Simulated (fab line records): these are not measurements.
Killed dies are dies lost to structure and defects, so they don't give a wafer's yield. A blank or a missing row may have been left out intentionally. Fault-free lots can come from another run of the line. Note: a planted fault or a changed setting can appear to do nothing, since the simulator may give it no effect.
Chamber matching -- flow n5Finfet -- N5_BEOL_M0_SAQP_PECVD_04 on pecvd-02: 3 sister chambers
The step deposits a-Si from SiH4/He, target thk 60 nm, time 60.2 s. 14 wafers are shown with their chamber, then 7 later ones without.

## WAFERS, EACH WITH ITS CHAMBER
wafer,chamber,showerheadPlenumPTorr (Torr),throttleValvePct (%),heaterPowerW (W)
L077.3,1,5.70,18.3,823
L077.4,2,5.60,17.9,608
L077.6,1,5.72,18.2,812
L079.1,0,5.66,17.0,551
L079.2,2,5.61,17.8,679
L079.4,1,5.71,18.5,721
L082.1,0,5.63,17.1,552
L082.2,1,5.71,18.4,702
L082.6,1,5.69,18.4,701
L086.1,1,5.70,18.4,768
L086.3,0,5.64,17.2,506
L086.5,1,5.71,18.4,764
L087.3,2,5.61,18.2,691
L087.4,0,5.64,16.8,552

SIGNATURES (averages over the wafers above)
reading,chamber 0,chamber 1,chamber 2,scatter within a chamber
showerheadPlenumPTorr,5.6425,5.7057,5.6067,0.0101
throttleValvePct,17.025,18.371,17.967,0.144
heaterPowerW,540.25,755.86,659.33,43.3
Rule: distance of a wafer from a chamber = root of the sum over the readings of ((wafer's reading minus chamber's mean) / reading's scatter) squared. If the next closest chamber is less than 2 further off than the closest, the wafer can't be placed; otherwise it belongs to the closest. How the scatter is found: for the shown wafers, subtract from each reading the mean of its chamber, square and add these, divide the total by (wafers less chambers), then take the root.

## WAFERS WITHOUT THEIR CHAMBER
wafer,showerheadPlenumPTorr (Torr),throttleValvePct (%),heaterPowerW (W)
L087.6,5.70,18.5,710
L091.1,5.62,17.7,672
L091.2,5.64,17.2,517
L091.3,5.70,18.2,734
L095.1,5.60,18.2,677
L095.3,5.73,18.4,812
L095.4,5.71,18.4,798

## THE CHAMBER EACH PASSED THROUGH
wafer,from the rows above,in truth
L087.6,1,1
L091.1,2,2
L091.2,0,0
L091.3,1,1
L095.1,2,2
L095.3,1,1
L095.4,1,1
Placed correctly: 7 of 7. Not placeable from these rows: 0. Number placed wrongly: 0.
